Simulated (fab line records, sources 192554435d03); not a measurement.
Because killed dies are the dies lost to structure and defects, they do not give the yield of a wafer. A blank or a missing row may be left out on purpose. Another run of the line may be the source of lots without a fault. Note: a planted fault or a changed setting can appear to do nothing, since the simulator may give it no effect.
Matching of chambers || flow n5Finfet || uvCure-02 running N5_BEOL_M9_CURE_72: 3 sister chambers
The step cures SiCOH lowk, time 120 s. 6 wafers are shown with their chamber, then 10 later ones without.

EACH WAFER AND ITS CHAMBER
{"wafer": "L077.3", "chamber": 1, "wafer_temp_C_max": 371.6, "lampPowerPct (%)": 52.34}
{"wafer": "L077.4", "chamber": 1, "wafer_temp_C_max": 371.4, "lampPowerPct (%)": 52.34}
{"wafer": "L076.4", "chamber": 2, "wafer_temp_C_max": 371.0, "lampPowerPct (%)": 52.34}
{"wafer": "L076.5", "chamber": 2, "wafer_temp_C_max": 371.5, "lampPowerPct (%)": 52.30}
{"wafer": "L084.3", "chamber": 0, "wafer_temp_C_max": 371.1, "lampPowerPct (%)": 52.24}
{"wafer": "L084.4", "chamber": 0, "wafer_temp_C_max": 371.2, "lampPowerPct (%)": 52.34}

WAFERS WITH NO CHAMBER GIVEN
{"wafer": "L084.5", "wafer_temp_C_max": 371.7, "lampPowerPct (%)": 52.27}
{"wafer": "L088.2", "wafer_temp_C_max": 371.1, "lampPowerPct (%)": 52.37}
{"wafer": "L088.3", "wafer_temp_C_max": 371.8, "lampPowerPct (%)": 52.23}
{"wafer": "L088.6", "wafer_temp_C_max": 371.6, "lampPowerPct (%)": 52.34}
{"wafer": "L096.2", "wafer_temp_C_max": 371.5, "lampPowerPct (%)": 52.33}
{"wafer": "L096.3", "wafer_temp_C_max": 370.9, "lampPowerPct (%)": 52.39}
{"wafer": "L096.5", "wafer_temp_C_max": 370.9, "lampPowerPct (%)": 52.31}
{"wafer": "L093.1", "wafer_temp_C_max": 371.3, "lampPowerPct (%)": 52.31}
{"wafer": "L093.4", "wafer_temp_C_max": 370.6, "lampPowerPct (%)": 52.30}
{"wafer": "L093.5", "wafer_temp_C_max": 370.9, "lampPowerPct (%)": 52.32}

EACH ONE'S CHAMBER
{"wafer": "L084.5", "from the rows above": "can't be placed: 1 or 2 or 0", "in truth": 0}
{"wafer": "L088.2", "from the rows above": "can't be placed: 2 or 0 or 1", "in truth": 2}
{"wafer": "L088.3", "from the rows above": "can't be placed: 1 or 2 or 0", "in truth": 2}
{"wafer": "L088.6", "from the rows above": "can't be placed: 1 or 2 or 0", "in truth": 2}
{"wafer": "L096.2", "from the rows above": "can't be placed: 1 or 2 or 0", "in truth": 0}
{"wafer": "L096.3", "from the rows above": "can't be placed: 2 or 0 or 1", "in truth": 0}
{"wafer": "L096.5", "from the rows above": "can't be placed: 0 or 2 or 1", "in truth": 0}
{"wafer": "L093.1", "from the rows above": "can't be placed: 2 or 0 or 1", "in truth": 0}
{"wafer": "L093.4", "from the rows above": "can't be placed: 0 or 2 or 1", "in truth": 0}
{"wafer": "L093.5", "from the rows above": "can't be placed: 0 or 2 or 1", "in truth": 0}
0 of 10 placed correctly. From these rows, 10 cannot be placed; in 10 the true chamber is one of the candidates. Number placed wrongly: 0.
How it was worked out, from the rows above alone: a wafer's distance from a chamber is the root of the sum, over the readings, of the square of ((its reading less the chamber's mean) divided by the reading's scatter). The wafer belongs to the nearest chamber; if the next one is less than 2 further off, it can't be placed. Each chamber's mean is taken over the wafers shown for it. The scatter is the square root of a quotient: the sum, over the shown wafers, of each reading's squared deviation from its chamber's mean, divided by wafers minus chambers.
